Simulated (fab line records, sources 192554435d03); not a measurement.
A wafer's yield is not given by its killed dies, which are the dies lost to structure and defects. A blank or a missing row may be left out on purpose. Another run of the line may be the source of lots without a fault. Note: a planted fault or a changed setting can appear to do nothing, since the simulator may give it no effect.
Chamber matching    flow n5 finfet    N5_BEOL_M4_STRIP_36 on rie diel-04: 4 sister chambers
The step strips in N2/H2. 14 wafers are shown with their chamber, then 7 later ones without.

== WAFERS PAIRED WITH THEIR CHAMBERS ==
wafer   chamber  showerhead plenum p Torr (Torr)  throttle valve pct (%)  drypump motor current A (A)
L074.3  1        2.43                             23.0                    5.2
L074.5  2        2.65                             23.9                    5.8
L074.6  3        2.48                             22.9                    5.3
L077.1  2        2.65                             23.9                    5.8
L077.4  1        2.42                             23.0                    5.2
L077.6  3        2.48                             22.9                    5.3
L078.1  2        2.64                             23.9                    5.8
L078.5  2        2.64                             23.9                    5.8
L078.6  3        2.48                             22.9                    5.3
L084.2  1        2.42                             23.0                    5.2
L084.3  2        2.64                             24.0                    5.8
L084.4  2        2.64                             23.9                    5.8
L089.1  2        2.63                             24.0                    5.9
L089.5  0        2.71                             23.6                    5.7

SIGNATURES, as means of the wafers listed above
reading                   chamber 0  chamber 1  chamber 2  chamber 3  scatter within a chamber
showerhead plenum p Torr  2.7100     2.4233     2.6414     2.4800     0.00594
throttle valve pct        23.600     23.000     23.929     22.900     0.0378
drypump motor current A   5.700      5.200      5.814      5.300      0.0293
Rule: for a wafer and a chamber, the distance is found by dividing, reading by reading, the gap between the wafer's reading and the chamber's mean by the reading's scatter, squaring, summing and taking the root. The wafer belongs to the nearest chamber; if the next one is less than 2 further off, it can't be placed. The scatter: the root of (the sum of the squares of (reading less its chamber's mean) over the shown wafers, divided by (wafers less chambers)).

== WAFERS WHOSE CHAMBER IS MISSING ==
wafer   showerhead plenum p Torr (Torr)  throttle valve pct (%)  drypump motor current A (A)
L089.6  2.46                             23.0                    5.3
L096.1  2.45                             23.0                    5.4
L096.4  2.40                             23.1                    5.2
L096.5  2.45                             23.0                    5.3
L097.1  2.62                             24.0                    5.8
L097.5  2.70                             23.6                    5.6
L097.6  2.45                             23.0                    5.3

== EACH ONE'S CHAMBER ==
wafer   from the rows above      in truth
L089.6  3                        3
L096.1  can't be placed: 3 or 1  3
L096.4  1                        1
L096.5  can't be placed: 1 or 3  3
L097.1  2                        2
L097.5  0                        0
L097.6  can't be placed: 1 or 3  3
Placed correctly: 4 of 7. Not placeable from these rows: 3 (in 3, the candidates include the true chamber). Number placed wrongly: 0.
